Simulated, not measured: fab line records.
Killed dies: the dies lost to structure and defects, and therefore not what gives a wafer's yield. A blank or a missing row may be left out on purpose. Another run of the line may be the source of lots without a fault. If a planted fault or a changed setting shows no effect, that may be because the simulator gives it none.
fab line records | flow nand-harc
record lots=6 wafers=18 last-day=33
route steps=1302 shown A_ONON_D2@552 END@1302
lots untouched by any fault: they come from a run of this same line in which no faults occurred
start-h: hours from the record's first day to the start of the lot's first wafer shown | wait-h: hours since the lot's step before | " same as the row above | L1.1+2: a row that stands for several wafers | - either no value or no given start | * or withheld: withheld | < > ~ a bound
route shown NAME@n: names a module that has steps shown in the file, with the first one's number in the route | usual: mean/standard deviation taken from wafers without a fault | same: alike in all rows | chamber/n: place in a boat | sites: each site's reading | _std_site: standard deviation across them | _edge_site: outer sites' mean less inner sites' | radius-mm: for every site, how far away it sits from the centre of the wafer | mask NAME#n: copy n | behind: the last tool/chamber to shape the wafer | hold: what put the lot on hold/how long, in hours/how the hold closed | device: transistor that didn't switch, given as n, p or np | end of line: tests run on the same wafers once the route is complete | a step with no rows: only its recipe | killed: dies that structure and defects cost at the first sort, which is not the same as the wafer's yield | map: shows each die of a wafer: x if killed, . if not, _ if none is there
set.NAME: the setting as run; set.NAME@STEP: as run at that earlier step | model.NAME: the simulator's own value behind a step, which no gauge read
certain route steps with their lots: each step a table, each wafer a row
services: a tool's chamber out of use, with start hour (start-h, from the record's first day; less than 0 if before it), hours out, and reason
## steps
# step NHARC_A_ONON_D2_THK_MEAS_11
# recipe thk-meas-gauge=ellipsometry
# usual thk-nm=1002/11
# columns lot.wafer tool chamber start-h wait-h thk-nm
L941.3 film-metro-02 - 315.36 - 1030
L941.4 " - " " 1030
L941.6 " - " " 1030
L947.1 film-metro-01 - 375.17 - 1011
L947.3 " - " " 1010
L947.5 " - " " 1010
L952.2 film-metro-02 - 421.35 - 1008
L952.4 " - " " 1008
L952.5 " - " " 1007
L957.3 film-metro-01 - 479.29 - 999
L957.4 " - " " 1001
L957.6 " - " " 1000
L958.1 film-metro-02 - 489.27 - 1008
L958.4 " - " " 1008
L958.6 " - " " 1007
L960.1 film-metro-01 - 513.23 - 996
L960.2 " - " " 997
L960.5 " - " " 997
# step NHARC_A_ONON_D2_DEP_12
# recipe target-thk-a=10000 n2-flow-sccm=2750 n2o-flow-sccm=2000 nh3-flow-sccm=500 sih4-flow-sccm=210 temp-c=400
# step NHARC_A_ONON_D2_THK_MEAS_14
# recipe thk-meas-gauge=ellipsometry
# usual thk-nm=1000/11
# columns lot.wafer tool chamber start-h wait-h thk-nm
L941.3 film-metro-02 - 315.92 - 985
L941.4 " - " " 985
L941.6 " - " " 986
L947.1 film-metro-01 - 375.73 - 1015
L947.3 " - " " 1015
L947.5 " - " " 1015
L952.2 film-metro-01 - 421.91 - 1014
L952.4 " - " " 1015
L952.5 " - " " 1016
L957.3 film-metro-01 - 479.85 - 998
L957.4 " - " " 995
L957.6 " - " " 996
L958.1 film-metro-02 - 489.83 - 1011
L958.4 " - " " 1011
L958.6 " - " " 1012
L960.1 film-metro-02 - 513.80 - 1000
L960.2 " - " " 1000
L960.5 " - " " 1002
# step NHARC_A_ONON_D2_ANNEAL_15
# recipe temp-c=750 time-s=3600
# step NHARC_A_ONON_D2_DEP_16
# recipe target-thk-a=10000 n2-flow-sccm=2750 n2o-flow-sccm=2000 nh3-flow-sccm=500 sih4-flow-sccm=210 temp-c=400
# step NHARC_A_ONON_D2_THK_MEAS_18
# recipe thk-meas-gauge=ellipsometry
# usual thk-nm=1002/9.5
# columns lot.wafer tool chamber start-h wait-h thk-nm
L941.3 film-metro-02 - 323.34 - 1017
L941.4 " - " " 1017
L941.6 " - " " 1017
L947.1 film-metro-01 - 383.48 - 1016
L947.3 " - " " 1016
L947.5 " - " " 1017
L952.2 film-metro-02 - 429.61 - 997
L952.4 " - " " 997
L952.5 " - " " 997
L957.3 film-metro-01 - 487.88 - 993
L957.4 " - " " 994
L957.6 " - " " 994
L958.1 film-metro-02 - 497.29 - 1007
L958.4 " - " " 1005
L958.6 " - " " 1006
L960.1 film-metro-01 - 521.21 - 989
L960.2 " - " " 989
L960.5 " - " " 989
# step NHARC_A_ONON_D2_DEP_19
# recipe target-thk-a=10000 n2-flow-sccm=2750 n2o-flow-sccm=2000 nh3-flow-sccm=500 sih4-flow-sccm=210 temp-c=400
# step NHARC_A_ONON_D2_THK_MEAS_21
# recipe thk-meas-gauge=ellipsometry
# usual thk-nm=996/12
# columns lot.wafer tool chamber start-h wait-h thk-nm
L941.3 film-metro-01 - 323.90 - 992
L941.4 " - " " 989
L941.6 " - " " 991
L947.1 film-metro-01 - 384.04 - 988
L947.3 " - " " 986
L947.5 " - " " 986
L952.2 film-metro-02 - 430.18 - 1007
L952.4 " - " " 1009
L952.5 " - " " 1006
L957.3 film-metro-01 - 488.45 - 1001
L957.4 " - " " 1003
L957.6 " - " " 1002
L958.1 film-metro-01 - 497.86 - 1017
L958.4 " - " " 1017
L958.6 " - " " 1019
L960.1 film-metro-01 - 521.77 - 968
L960.2 " - " " 969
L960.5 " - " " 969
# step NHARC_A_ONON_D2_DEP_22
# recipe target-thk-a=10000 n2-flow-sccm=2750 n2o-flow-sccm=2000 nh3-flow-sccm=500 sih4-flow-sccm=210 temp-c=400
# step NHARC_A_ONON_D2_THK_MEAS_24
# recipe thk-meas-gauge=ellipsometry
# usual thk-nm=1000/11
# columns lot.wafer tool chamber start-h wait-h thk-nm
L941.3 film-metro-01 - 324.49 - 1013
L941.4 " - " " 1015
L941.6 " - " " 1014
L947.1 film-metro-01 - 384.60 - 984
L947.3 " - " " 983
L947.5 " - " " 985
L952.2 film-metro-01 - 430.75 - 1003
L952.4 " - " " 1003
L952.5 " - " " 1003
L957.3 film-metro-01 - 489.01 - 993
L957.4 " - " " 993
L957.6 " - " " 993
L958.1 film-metro-02 - 498.43 - 1013
L958.4 " - " " 1013
L958.6 " - " " 1013
L960.1 film-metro-02 - 522.34 - 977
L960.2 " - " " 976
L960.5 " - " " 975
# step NHARC_A_ONON_D2_DEP_25
# recipe target-thk-a=10000 n2-flow-sccm=2750 n2o-flow-sccm=2000 nh3-flow-sccm=500 sih4-flow-sccm=210 temp-c=400
# step NHARC_A_ONON_D2_THK_MEAS_27
# recipe thk-meas-gauge=ellipsometry
# usual thk-nm=1000/10
# columns lot.wafer tool chamber start-h wait-h thk-nm
L941.3 film-metro-02 - 325.06 - 1000
L941.4 " - " " 999
L941.6 " - " " 999
L947.1 film-metro-01 - 385.17 - 985
L947.3 " - " " 983
L947.5 " - " " 984
L952.2 film-metro-02 - 431.31 - 995
L952.4 " - " " 996
L952.5 " - " " 997
L957.3 film-metro-01 - 489.58 - 987
L957.4 " - " " 990
L957.6 " - " " 988
L958.1 film-metro-02 - 498.99 - 1024
L958.4 " - " " 1024
L958.6 " - " " 1025
L960.1 film-metro-02 - 522.91 - 1002
L960.2 " - " " 1002
L960.5 " - " " 1003
# step NHARC_A_ONON_D2_DEP_28
# recipe target-thk-a=10000 n2-flow-sccm=2750 n2o-flow-sccm=2000 nh3-flow-sccm=500 sih4-flow-sccm=210 temp-c=400
# usual sih4-flow-sccm=209.9/0.71
# columns lot.wafer tool chamber start-h wait-h sih4-flow-sccm
L941.3 pecvd-onon-04 0 325.23 0.2 209.3
L941.4 " 0 " " 210.1
L941.6 " 0 " " 209.4
L947.1 pecvd-onon-02 0 385.23 0.1 210.4
L947.3 " 0 " " 210.3
L947.5 " 0 " " 210.2
L952.2 pecvd-onon-03 0 431.42 0.1 209.1
L952.4 " 0 " " 209.3
L952.5 " 0 " " 209.8
L957.3 pecvd-onon-03 0 489.75 0.2 210.3
L957.4 " 0 " " 210.2
L957.6 " 0 " " 209.8
L958.1 pecvd-onon-03 0 499.05 0.1 209.6
L958.4 " 0 " " 210.3
L958.6 " 0 " " 210.1
L960.1 pecvd-onon-02 0 522.96 0.1 210.3
L960.2 " 0 " " 210.2
L960.5 " 0 " " 208.9
# step NHARC_A_ONON_D2_THK_MEAS_30
# recipe thk-meas-gauge=ellipsometry
# usual thk-nm=997/8.8
# columns lot.wafer tool chamber start-h wait-h thk-nm
L941.3 film-metro-01 - 325.62 - 986
L941.4 " - " " 985
L941.6 " - " " 987
L947.1 film-metro-01 - 385.73 - 1006
L947.3 " - " " 1006
L947.5 " - " " 1006
L952.2 film-metro-02 - 431.87 - 985
L952.4 " - " " 984
L952.5 " - " " 986
L957.3 film-metro-01 - 490.16 - 1554
L957.4 " - " " 1553
L957.6 " - " " 1553
L958.1 film-metro-01 - 499.56 - 1537
L958.4 " - " " 1537
L958.6 " - " " 1536
L960.1 film-metro-02 - 523.47 - 992
L960.2 " - " " 990
L960.5 " - " " 994
# step NHARC_A_ONON_D2_DEP_33
# recipe target-thk-a=2000 temp-c=400 pressure-torr=6.5 rf-w=900 teos-flow-sccm=161.4 flow-sccm=2650 target-thk-nm=200 gas=O2 material=SiO2
# usual heater-power-w=549/89 throttle-valve-pct=15.9/0.58
# columns lot.wafer tool chamber start-h wait-h heater-power-w throttle-valve-pct
L941.3 pecvd-03 2 325.72 0.1 426 15.1
L941.4 " 2 " " 423 15.4
L941.6 " 0 " " 625 16.0
L947.1 pecvd-01 1 385.83 0.1 616 16.4
L947.3 " 2 " " 428 16.1
L947.5 " 1 " " 626 16.5
L952.2 pecvd-03 2 432.02 0.1 413 15.1
L952.5 " 0 " " 548 15.7
L952.4 " 1 " " 746 15.4
L957.3 pecvd-04 2 490.27 0.1 580 14.6
L957.6 " 1 " " 660 15.6
L957.4 " 0 " " 497 16.3
L958.1 pecvd-03 0 499.61 0.1 630 16.1
L958.4 " 1 " " 664 15.4
L958.6 " 2 " " 428 15.1
L960.2 pecvd-03 1 523.53 0.1 706 15.6
L960.1 " 2 " " 409 15.2
L960.5 " 0 " " 577 16.1
# step NHARC_END_SORT_01
# recipe temp-c=25
# usual killed-at-array=57/19 killed-at-other=0.9/1.1 killed-at-periphery=4.0/2.6 killed-dies=62/19 killed-open=3.3/1.8 killed-short=2.4/1.7
# same gross-dies=677
# columns lot.wafer tool chamber start-h wait-h killed-at-array killed-at-other killed-at-periphery killed-dies killed-open killed-short
L957.3 prober-01 0 762.81 3.1 668 1 8 677 1 3
L957.4 prober-01 0 763.60 3.4 671 1 5 677 4 4
L957.6 prober-01 0 765.20 4.0 667 0 10 677 2 3
L958.1 prober-02 0 770.77 2.5 677 0 0 677 5 3
L958.4 prober-02 0 773.21 3.4 672 2 3 677 2 2
L958.6 prober-02 0 774.84 4.1 668 2 7 677 5 5
# killed by level:class
L957.3 A_ONON_D2:area-dep=601 A_SLIT:chamber-film-flake=27 A_CHANNEL_HOLE_D2:chamber-film-flake=23 A_CHANNEL_HOLE_D1:chamber-film-flake=9 P_CONTACT:chamber-film-flake=5 A_STAIRCASE:chamber-film-flake=2 P_CONTACT:geometric-particle:short=1 A_ONON_D1:geometric-particle:open=1
L957.4 A_ONON_D2:area-dep=600 A_CHANNEL_HOLE_D2:chamber-film-flake=27 A_SLIT:chamber-film-flake=14 A_STAIRCASE:chamber-film-flake=13 A_CHANNEL_HOLE_D1:chamber-film-flake=4 A_WL_FILL:chamber-film-flake=4 P_GATE:chamber-film-flake=2 P_CONTACT:chamber-film-flake=2
L957.6 A_ONON_D2:area-dep=592 A_SLIT:chamber-film-flake=33 A_CHANNEL_HOLE_D2:chamber-film-flake=19 A_STAIRCASE:chamber-film-flake=9 A_CHANNEL_HOLE_D1:chamber-film-flake=6 P_CONTACT:chamber-film-flake=4 A_CONTACT:chamber-film-flake=3 P_GATE:chamber-film-flake=2
L958.1 A_ONON_D2:area-dep=644 A_CHANNEL_HOLE_D1:chamber-film-flake=8 A_CONTACT:chamber-film-flake=7 A_SLIT:chamber-film-flake=6 A_WL_FILL:geometric-particle:short=2 A_CONTACT:geometric-particle:open=2 A_DECK1_JOINT:chamber-film-flake=2 A_CHANNEL_HOLE_D1:geometric-particle:open=1
L958.4 A_ONON_D2:area-dep=642 A_CHANNEL_HOLE_D1:chamber-film-flake=12 A_SLIT:chamber-film-flake=8 A_CONTACT:chamber-film-flake=7 P_CONTACT:chamber-film-flake=2 P_CONTACT:geometric-particle:open=1 A_CHANNEL_HOLE_D1:geometric-particle:short=1 A_M0:geometric-particle:open=1
L958.6 A_ONON_D2:area-dep=637 A_CHANNEL_HOLE_D1:chamber-film-flake=9 A_CONTACT:chamber-film-flake=8 A_SLIT:chamber-film-flake=7 P_STI:geometric-particle:open=1 P_GATE:geometric-particle:open=1 P_CONTACT:geometric-particle:open=1 P_M0:geometric-particle:short=1
# map L957.3 (x killed, . not)
____________x____________
_________xxxxxxx_________
_______xxxxxxxxxxx_______
______xxxxxxxxxxxxx______
_____xxxxxxxxxxxxxxx_____
____xxxxxxxxxxxxxxxxx____
____xxxxxxxxxxxxxxxxx____
___xxxxxxxxxxxxxxxxxxx___
___xxxxxxxxxxxxxxxxxxx___
__xxxxxxxxxxxxxxxxxxxxx__
__xxxxxxxxxxxxxxxxxxxxx__
_xxxxxxxxxxxxxxxxxxxxxxx_
_xxxxxxxxxxxxxxxxxxxxxxx_
_xxxxxxxxxxxxxxxxxxxxxxx_
_xxxxxxxxxxxxxxxxxxxxxxx_
_xxxxxxxxxxxxxxxxxxxxxxx_
xxxxxxxxxxxxxxxxxxxxxxxxx
xxxxxxxxxxxxxxxxxxxxxxxxx
xxxxxxxxxxxxxxxxxxxxxxxxx
xxxxxxxxxxxxxxxxxxxxxxxxx
xxxxxxxxxxxxxxxxxxxxxxxxx
_xxxxxxxxxxxxxxxxxxxxxxx_
_xxxxxxxxxxxxxxxxxxxxxxx_
_xxxxxxxxxxxxxxxxxxxxxxx_
_xxxxxxxxxxxxxxxxxxxxxxx_
_xxxxxxxxxxxxxxxxxxxxxxx_
__xxxxxxxxxxxxxxxxxxxxx__
__xxxxxxxxxxxxxxxxxxxxx__
___xxxxxxxxxxxxxxxxxxx___
___xxxxxxxxxxxxxxxxxxx___
____xxxxxxxxxxxxxxxxx____
____xxxxxxxxxxxxxxxxx____
_____xxxxxxxxxxxxxxx_____
______xxxxxxxxxxxxx______
_______xxxxxxxxxxx_______
_________xxxxxxx_________
____________x____________
# map L958.1 (x killed, . not)
____________x____________
_________xxxxxxx_________
_______xxxxxxxxxxx_______
______xxxxxxxxxxxxx______
_____xxxxxxxxxxxxxxx_____
____xxxxxxxxxxxxxxxxx____
____xxxxxxxxxxxxxxxxx____
___xxxxxxxxxxxxxxxxxxx___
___xxxxxxxxxxxxxxxxxxx___
__xxxxxxxxxxxxxxxxxxxxx__
__xxxxxxxxxxxxxxxxxxxxx__
_xxxxxxxxxxxxxxxxxxxxxxx_
_xxxxxxxxxxxxxxxxxxxxxxx_
_xxxxxxxxxxxxxxxxxxxxxxx_
_xxxxxxxxxxxxxxxxxxxxxxx_
_xxxxxxxxxxxxxxxxxxxxxxx_
xxxxxxxxxxxxxxxxxxxxxxxxx
xxxxxxxxxxxxxxxxxxxxxxxxx
xxxxxxxxxxxxxxxxxxxxxxxxx
xxxxxxxxxxxxxxxxxxxxxxxxx
xxxxxxxxxxxxxxxxxxxxxxxxx
_xxxxxxxxxxxxxxxxxxxxxxx_
_xxxxxxxxxxxxxxxxxxxxxxx_
_xxxxxxxxxxxxxxxxxxxxxxx_
_xxxxxxxxxxxxxxxxxxxxxxx_
_xxxxxxxxxxxxxxxxxxxxxxx_
__xxxxxxxxxxxxxxxxxxxxx__
__xxxxxxxxxxxxxxxxxxxxx__
___xxxxxxxxxxxxxxxxxxx___
___xxxxxxxxxxxxxxxxxxx___
____xxxxxxxxxxxxxxxxx____
____xxxxxxxxxxxxxxxxx____
_____xxxxxxxxxxxxxxx_____
______xxxxxxxxxxxxx______
_______xxxxxxxxxxx_______
_________xxxxxxx_________
____________x____________
## services
# columns tool chamber start-h hours kind
pecvd-01 - 311.00 13.0 pm
pecvd-01 0 311.00 13.0 vent-cycle
pecvd-01 1 311.00 13.0 vent-cycle
pecvd-onon-04 - 311.62 13.0 pm
pecvd-03 2 327.96 6.3 repair
pecvd-03 1 339.70 24.6 repair
pecvd-01 0 354.38 8.9 repair
pecvd-03 0 355.18 8.6 repair
pecvd-onon-02 - 366.00 13.0 pm
pecvd-03 - 366.40 13.0 pm
pecvd-03 0 366.40 13.0 vent-cycle
pecvd-03 1 366.40 13.0 vent-cycle
pecvd-03 2 366.40 13.0 vent-cycle
pecvd-03 0 379.40 - clean
pecvd-03 1 379.40 - clean
pecvd-03 2 379.40 - clean
pecvd-onon-03 - 408.13 13.0 pm
pecvd-01 - 411.66 1.0 repair
pecvd-01 - 447.53 0.7 repair
pecvd-04 2 448.38 2.3 repair
pecvd-04 - 455.18 13.0 pm
pecvd-01 - 492.00 13.0 pm
pecvd-onon-04 - 492.62 13.0 pm
pecvd-01 2 518.88 11.2 repair
## key
first-sign step=NHARC_A_ONON_D2_THK_MEAS_30 reading=thk-nm direction=up sigmas=62 usual=997 struck=1545
effect step=NHARC_END_SORT_01 reading=killed-dies direction=up sigmas=33 usual=62 struck=677
more-kills-born-at NHARC_A_ONON_D2_DEP_28@pecvd-onon-03=3716
met-at NHARC_A_ONON_D2_DEP_28
struck-wafers L957.3,L957.4,L957.6,L958.1,L958.4,L958.6
later-rows-left-out L957.3,L957.4,L957.6,L958.1,L958.4,L958.6
tester-left-out L957,L958
onset-between 431.42 489.75
fault kind=process-parameter-drift tool=pecvd-onon-03 chamber=0 onset-h=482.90 steps=NHARC_A_ONON_D2_DEP_28 channel=target-thk-a offset=* shape=step end-h=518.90 acts-in=* stated=*
# tester-left-out: of these lots the tester's yield and bins aren't shown, on N5 and GAA mostly nor the transistor test; their killed dies are dies lost to structure and defects alone, not to doping, threshold or leakage, so they don't give the yield
# later-rows-left-out: the simulator's readings of these wafers behind a module that went badly wrong aren't trusted and aren't shown, but for the sort
